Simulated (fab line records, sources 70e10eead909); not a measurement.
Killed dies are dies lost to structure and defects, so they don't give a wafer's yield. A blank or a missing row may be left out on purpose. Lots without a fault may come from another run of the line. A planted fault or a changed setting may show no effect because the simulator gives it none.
Chamber matching | flow nand_harc | NHARC_A_M0_ETCH_34 on rie_diel-09: 4 sister chambers
The step etches the open film in N2/H2, target depth 40 nm, overetch 12 nm, time 43.94 s. 8 wafers are shown with their chamber, then 11 later ones without.

WAFERS WITH THEIR CHAMBER
wafer  | chamber | rf_vpp_V (V) | oes_product_au (a.u.)
L089.5 | 1       | 428.4        | 1.008
L092.1 | 1       | 429.5        | 1.005
L092.3 | 2       | 428.3        | 0.985
L092.4 | 0       | 430.5        | 0.992
L092.5 | 0       | 432.1        | 0.996
L090.2 | 2       | 427.7        | 1.000
L090.6 | 3       | 434.2        | 1.005
L093.1 | 3       | 433.0        | 0.986

WAFERS WITHOUT THEIR CHAMBER
wafer  | rf_vpp_V (V) | oes_product_au (a.u.)
L093.3 | 427.3        | 1.003
L093.5 | 432.6        | 0.992
L095.1 | 429.3        | 1.017
L095.4 | 433.5        | 1.014
L095.6 | 427.6        | 1.004
L096.1 | 428.7        | 1.006
L096.2 | 432.5        | 1.010
L096.3 | 434.2        | 0.981
L096.4 | 429.6        | 1.007
L096.5 | 431.7        | 1.005
L096.6 | 433.2        | 0.977

WHICH CHAMBER EACH WENT THROUGH
wafer  | from the rows above          | in truth
L093.3 | can't be placed: 2 or 1      | 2
L093.5 | can't be placed: 3 or 0      | 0
L095.1 | can't be placed: 1 or 2      | 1
L095.4 | can't be placed: 3 or 0      | 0
L095.6 | can't be placed: 2 or 1      | 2
L096.1 | can't be placed: 1 or 2      | 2
L096.2 | can't be placed: 3 or 0      | 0
L096.3 | can't be placed: 3 or 0      | 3
L096.4 | can't be placed: 1 or 0 or 2 | 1
L096.5 | can't be placed: 0 or 3 or 1 | 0
L096.6 | can't be placed: 3 or 0      | 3
Placed correctly: 0 of 11. Can't be placed from these rows: 11 (the true chamber is among the candidates in 11). Placed wrongly: 0.
How it was worked out, from the rows above alone: a wafer's distance from a chamber is the root of the sum, over the readings, of the square of ((its reading less the chamber's mean) divided by the reading's scatter). The wafer belongs to the nearest chamber; if the next one is less than 2 further off, it can't be placed. A chamber's mean is the mean of its shown wafers. The scatter: the root of (the sum of the squares of (reading less its chamber's mean) over the shown wafers, divided by (wafers less chambers)).
